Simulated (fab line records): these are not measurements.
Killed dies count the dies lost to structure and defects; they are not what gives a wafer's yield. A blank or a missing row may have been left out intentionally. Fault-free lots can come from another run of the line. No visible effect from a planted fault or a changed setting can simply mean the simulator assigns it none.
Chamber matching -- flow nand-harc -- 4 sister chambers for NHARC_A_CHANNEL_FILL_D1_ALD_02 on ald-hk-02
The step deposits SiO2, target thk 6 nm, pulse time 10 s, ald cycles 60. 14 wafers are shown with their chamber, then 7 later ones without.

## WAFERS WITH THEIR CHAMBER
wafer,chamber,heater-power-w (W),precursor-pulse-height-rel
L638.1,0,433,0.999
L638.2,2,419,0.977
L638.3,1,406,0.990
L639.1,1,411,1.006
L639.3,2,416,1.036
L639.6,2,419,0.996
L647.1,3,487,0.964
L647.4,0,418,0.992
L647.5,1,405,1.026
L651.1,0,451,0.986
L651.2,2,428,1.009
L651.5,3,482,0.997
L652.1,2,440,0.996
L652.2,1,427,0.987

SIGNATURES (averages over the wafers above)
reading,chamber 0,chamber 1,chamber 2,chamber 3,scatter within a chamber
heater-power-w,434.00,412.25,424.40,484.50,11.2
precursor-pulse-height-rel,0.99233,1.00225,1.00280,0.98050,0.0187
Rule: for each reading, subtract the chamber's mean from the wafer's reading, divide by that reading's scatter and square the result; add these up over the readings and take the root, which gives the wafer's distance from the chamber. If the next closest chamber is less than 2 further off than the closest, the wafer can't be placed; otherwise it belongs to the closest. The scatter is the square root of a quotient: the sum, over the shown wafers, of each reading's squared deviation from its chamber's mean, divided by wafers minus chambers.

## WAFERS MISSING THEIR CHAMBER
wafer,heater-power-w (W),precursor-pulse-height-rel
L652.5,435,1.010
L653.3,450,0.987
L653.5,454,0.996
L653.6,492,1.027
L654.1,457,0.987
L654.3,499,1.006
L654.6,492,1.024

## CHAMBER TAKEN BY EACH
wafer,from the rows above,in truth
L652.5,can't be placed: 0 or 2 or 1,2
L653.3,can't be placed: 0 or 2 or 3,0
L653.5,can't be placed: 0 or 2 or 3 or 1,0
L653.6,3,3
L654.1,can't be placed: 0 or 3 or 2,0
L654.3,3,3
L654.6,3,3
Correctly placed: 3 of 7. These rows do not allow placing 4 (true chamber among the candidates in 4). Number placed wrongly: 0.
